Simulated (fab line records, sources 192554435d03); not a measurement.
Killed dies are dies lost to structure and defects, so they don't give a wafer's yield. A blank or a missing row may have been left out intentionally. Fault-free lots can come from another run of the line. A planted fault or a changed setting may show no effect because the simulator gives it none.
Split-lot study	flow n5_finfet	on a route of 1938 steps: 7 lots, 39 wafers read

## SPLIT DETAILS
At N5_PASSIVATION_SPUTTER_20 (material TaN, target thk 50 nm), the setting target_thk_a was moved away from the recipe's 500 angstrom on 9 of the 39 wafers read, by -49.2% to +56.9%. All remaining wafers had this setting at the recipe value.

The split's own step is where the reading is taken.

## THE READING
TaN_of_PASSIVATION_SPUTTER_20.thk_nm (the simulator's own value, which no gauge read), in nm, at N5_PASSIVATION_SPUTTER_20 (material TaN, target thk 50 nm). The file gives no usual value for it. The 30 wafers here that ran the recipe average 50.0 nm, standard deviation 0.44 nm.

wafer	tool, chamber at the split	target_thk_a as run, angstrom	against the recipe	TaN_of_PASSIVATION_SPUTTER_20.thk_nm, nm	against lot-mates on the recipe
L074.1	pvd_sputter-01, -	784.4	+56.9%	78	+28.1
L074.2	pvd_sputter-01, -	500	recipe	50	-
L074.3	pvd_sputter-01, -	784.4	+56.9%	78.4	+28.5
L074.4	pvd_sputter-01, -	500	recipe	49.8	-
L074.6	pvd_sputter-01, -	500	recipe	49.8	-
L074.5	pvd_sputter-01, -	784.4	+56.9%	78.6	+28.7
L078.1	pvd_sputter-03, -	500	recipe	50	-
L078.2	pvd_sputter-03, -	500	recipe	50.2	-
L078.3	pvd_sputter-03, -	500	recipe	50.2	-
L078.6	pvd_sputter-03, -	500	recipe	50.2	-
L078.4	pvd_sputter-03, -	500	recipe	49.6	-
L078.5	pvd_sputter-03, -	500	recipe	49.4	-
L081.1	pvd_sputter-02, -	262.2	-47.6%	27	-23.5
L081.2	pvd_sputter-02, -	262.2	-47.6%	27	-23.5
L081.3	pvd_sputter-02, -	500	recipe	50.4	-
L081.4	pvd_sputter-02, -	500	recipe	51	-
L081.5	pvd_sputter-02, -	262.2	-47.6%	26.6	-23.9
L081.6	pvd_sputter-02, -	500	recipe	50.2	-
L083.1	pvd_sputter-03, -	500	recipe	50.2	-
L083.2	pvd_sputter-03, -	500	recipe	50.2	-
L083.4	pvd_sputter-03, -	500	recipe	50.2	-
L083.3	pvd_sputter-03, -	500	recipe	50.4	-
L083.6	pvd_sputter-03, -	500	recipe	50.4	-
L083.5	pvd_sputter-03, -	500	recipe	49.8	-
L088.1	pvd_sputter-01, -	500	recipe	49	-
L088.4	pvd_sputter-01, -	500	recipe	48.8	-
L088.5	pvd_sputter-01, -	500	recipe	49.4	-
L093.1	pvd_sputter-03, -	500	recipe	50	-
L093.2	pvd_sputter-03, -	500	recipe	50.2	-
L093.4	pvd_sputter-03, -	500	recipe	50.2	-
L093.6	pvd_sputter-03, -	500	recipe	50.2	-
L093.3	pvd_sputter-03, -	500	recipe	49.8	-
L093.5	pvd_sputter-03, -	500	recipe	49.4	-
L087.1	pvd_sputter-02, -	253.8	-49.2%	25.4	-24.6
L087.2	pvd_sputter-02, -	500	recipe	50.4	-
L087.3	pvd_sputter-02, -	500	recipe	49.8	-
L087.6	pvd_sputter-02, -	500	recipe	49.8	-
L087.4	pvd_sputter-02, -	253.8	-49.2%	25.8	-24.2
L087.5	pvd_sputter-02, -	253.8	-49.2%	25	-25.0

FIT RESULTS
A straight line over all 39 wafers: TaN_of_PASSIVATION_SPUTTER_20.thk_nm changes by +0.495 nm for each +1% of target_thk_a; r = +1.00; the points scatter about the line by 0.44 nm.
The same after taking each lot's own level away (the mean of its wafers on the recipe; 39 wafers): +0.499 nm for each +1%; r = +1.00; scatter 0.28 nm.
Per that fit: largest target_thk_a move, reading shift of 28 nm.
From 49.07 to 50.53 nm: that is the span of the lots' own levels, equal to 3.3 times the standard deviation above.
Hence the lot-to-lot level has little effect on the slope; both slopes agree.
Check: for one of the wafers moved furthest among these (+56.9%), held out of the fit, the line's prediction against its lot-mates is +28.5 nm. Against them it came out at +28.1 nm.

## ADDITIONAL SPLITS CARRIED BY THESE WAFERS
These wafers also went through other splits before the reading. Each is held against what the fit with the lots' levels taken away leaves over:
other split on the same wafers	wafers away from the commonest value	r with TaN_of_PASSIVATION_SPUTTER_20.thk_nm (lot level and that fit taken away)
N5_BEOL_M12_TRENCH_ETCH_34 target_depth_a	12	-0.06

## THE FILE'S OWN FIT
TaN_of_PASSIVATION_SPUTTER_20.thk_nm changes by +0.499 nm for each +1% of target_thk_a, r = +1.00.
